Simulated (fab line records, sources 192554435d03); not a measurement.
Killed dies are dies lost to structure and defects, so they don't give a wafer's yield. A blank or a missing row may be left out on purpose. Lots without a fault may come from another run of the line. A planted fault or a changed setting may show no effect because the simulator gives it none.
Split-lot experiment | flow n5_finfet | 7 lots, 21 wafers read, on a route of 1938 steps

THE SPLIT
At N5_BEOL_M15_SPUTTER_43 (material TaN, target thk 15 nm, time 24.19 s), the setting power_w was moved away from the recipe's 15000 W on 11 of the 21 wafers read, by -17.7% to +11.0%. The other wafers ran this setting at the recipe's value.

The reading is taken at the split's own step.

THE READING
TaN_of_BEOL_M15_SPUTTER_43.thk_nm (the simulator's own value, which no gauge read), in nm, at N5_BEOL_M15_SPUTTER_43 (material TaN, target thk 15 nm, time 24.19 s). The file gives no usual value for it. The 10 wafers here that ran the recipe average 15.0 nm, standard deviation 0.13 nm.

wafer  | tool, chamber at the split | power_w as run, W | against the recipe | TaN_of_BEOL_M15_SPUTTER_43.thk_nm, nm | against lot-mates on the recipe
L082.1 | pvd_sputter-03, -          | 15000             | recipe             | 15.2                                  | -
L082.2 | pvd_sputter-03, -          | 13980             | -6.8%              | 14                                    | -1.2
L082.4 | pvd_sputter-03, -          | 13980             | -6.8%              | 13.8                                  | -1.4
L077.2 | pvd_sputter-01, -          | 16650             | +11.0%             | 17                                    | +2.0
L077.4 | pvd_sputter-01, -          | 15000             | recipe             | 15                                    | -
L077.5 | pvd_sputter-01, -          | 16650             | +11.0%             | 16.8                                  | +1.8
L083.2 | pvd_sputter-01, -          | 15000             | recipe             | 15                                    | -
L083.4 | pvd_sputter-01, -          | 13450             | -10.3%             | 13.4                                  | -1.6
L083.5 | pvd_sputter-01, -          | 13450             | -10.3%             | 13.6                                  | -1.4
L086.1 | pvd_sputter-01, -          | 15000             | recipe             | 15                                    | -
L086.5 | pvd_sputter-01, -          | 15000             | recipe             | 15                                    | -
L086.3 | pvd_sputter-01, -          | 15000             | recipe             | 14.8                                  | -
L087.1 | pvd_sputter-03, -          | 13900             | -7.3%              | 13.8                                  | no lot-mate on the recipe
L087.2 | pvd_sputter-03, -          | 13900             | -7.3%              | 14                                    | no lot-mate on the recipe
L087.4 | pvd_sputter-03, -          | 13900             | -7.3%              | 14                                    | no lot-mate on the recipe
L090.2 | pvd_sputter-02, -          | 15000             | recipe             | 15.2                                  | -
L090.3 | pvd_sputter-02, -          | 12350             | -17.7%             | 12.4                                  | -2.8
L090.5 | pvd_sputter-02, -          | 12350             | -17.7%             | 12.6                                  | -2.6
L092.1 | pvd_sputter-03, -          | 15000             | recipe             | 14.8                                  | -
L092.2 | pvd_sputter-03, -          | 15000             | recipe             | 15                                    | -
L092.4 | pvd_sputter-03, -          | 15000             | recipe             | 15                                    | -

THE FIT
A straight line over all 21 wafers: TaN_of_BEOL_M15_SPUTTER_43.thk_nm changes by +0.152 nm for each +1% of power_w; r = +0.99; the points scatter about the line by 0.15 nm.
The same after taking each lot's own level away (the mean of its wafers on the recipe; 18 wafers): +0.159 nm for each +1%; r = +0.99; scatter 0.14 nm.
On that fit, the largest move of power_w shifts the reading by 2.8 nm.
The lots' own levels span 14.93 to 15.20 nm, that is 2.1 times the standard deviation above.
So the lot-to-lot level changes the slope little: the two slopes agree.
Check: with one of the wafers moved furthest among these (-17.7%) left out of the fit, the line predicts -2.79 nm for it against its lot-mates. It came out at -2.8 nm against them.

THE FILE'S OWN FIT
TaN_of_BEOL_M15_SPUTTER_43.thk_nm changes by +0.159 nm for each +1% of power_w, r = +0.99.
